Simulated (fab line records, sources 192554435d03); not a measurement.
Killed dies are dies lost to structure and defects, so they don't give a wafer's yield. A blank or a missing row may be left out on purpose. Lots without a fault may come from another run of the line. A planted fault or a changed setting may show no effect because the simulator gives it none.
Chamber matching | flow n5_finfet | N5_BEOL_M6_PECVD_70 on pecvd-01: 3 sister chambers
The step deposits SiO2 from TEOS/O2, target thk 20 nm, time 22.7 s. 16 wafers are shown with their chamber, then 8 later ones without.

WAFERS WITH THEIR CHAMBER
wafer  | chamber | throttle_valve_pct (%) | showerhead_plenum_p_Torr (Torr) | heater_power_w (W)
L080.1 | 2       | 23.2                   | 8.83                            | 650
L080.5 | 1       | 22.5                   | 8.79                            | 656
L080.6 | 0       | 25.6                   | 8.96                            | 643
L083.1 | 2       | 23.4                   | 8.81                            | 556
L083.2 | 1       | 22.5                   | 8.78                            | 687
L083.3 | 0       | 25.3                   | 8.95                            | 617
L083.4 | 1       | 22.6                   | 8.80                            | 707
L083.5 | 0       | 25.7                   | 8.95                            | 620
L083.6 | 2       | 23.7                   | 8.84                            | 552
L084.1 | 0       | 25.6                   | 8.97                            | 697
L084.2 | 1       | 22.6                   | 8.81                            | 647
L084.4 | 0       | 25.6                   | 8.95                            | 670
L092.1 | 1       | 22.6                   | 8.79                            | 681
L092.3 | 0       | 25.6                   | 8.92                            | 691
L092.6 | 2       | 23.6                   | 8.81                            | 623
L093.2 | 0       | 26.0                   | 8.94                            | 636

SIGNATURES (means of the wafers above)
reading                  | chamber 0 | chamber 1 | chamber 2 | scatter within a chamber
throttle_valve_pct       | 25.629    | 22.560    | 23.475    | 0.178
showerhead_plenum_p_Torr | 8.9486    | 8.7940    | 8.8225    | 0.0144
heater_power_w           | 653.43    | 675.60    | 595.25    | 35
Rule: a wafer's distance from a chamber is the root of the sum, over the readings, of the square of ((its reading less the chamber's mean) divided by the reading's scatter). The wafer belongs to the nearest chamber; if the next one is less than 2 further off, it can't be placed. The scatter: the root of (the sum of the squares of (reading less its chamber's mean) over the shown wafers, divided by (wafers less chambers)).

WAFERS WITHOUT THEIR CHAMBER
wafer  | throttle_valve_pct (%) | showerhead_plenum_p_Torr (Torr) | heater_power_w (W)
L093.4 | 23.6                   | 8.82                            | 601
L093.6 | 22.6                   | 8.78                            | 676
L091.1 | 23.6                   | 8.81                            | 648
L091.2 | 26.3                   | 8.96                            | 586
L091.3 | 22.8                   | 8.78                            | 706
L091.4 | 23.5                   | 8.82                            | 642
L091.5 | 26.1                   | 8.96                            | 603
L091.6 | 22.7                   | 8.76                            | 717

WHICH CHAMBER EACH WENT THROUGH
wafer  | from the rows above | in truth
L093.4 | 2                   | 2
L093.6 | 1                   | 1
L091.1 | 2                   | 2
L091.2 | 0                   | 0
L091.3 | 1                   | 1
L091.4 | 2                   | 2
L091.5 | 0                   | 0
L091.6 | 1                   | 1
Placed correctly: 8 of 8. Can't be placed from these rows: 0. Placed wrongly: 0.
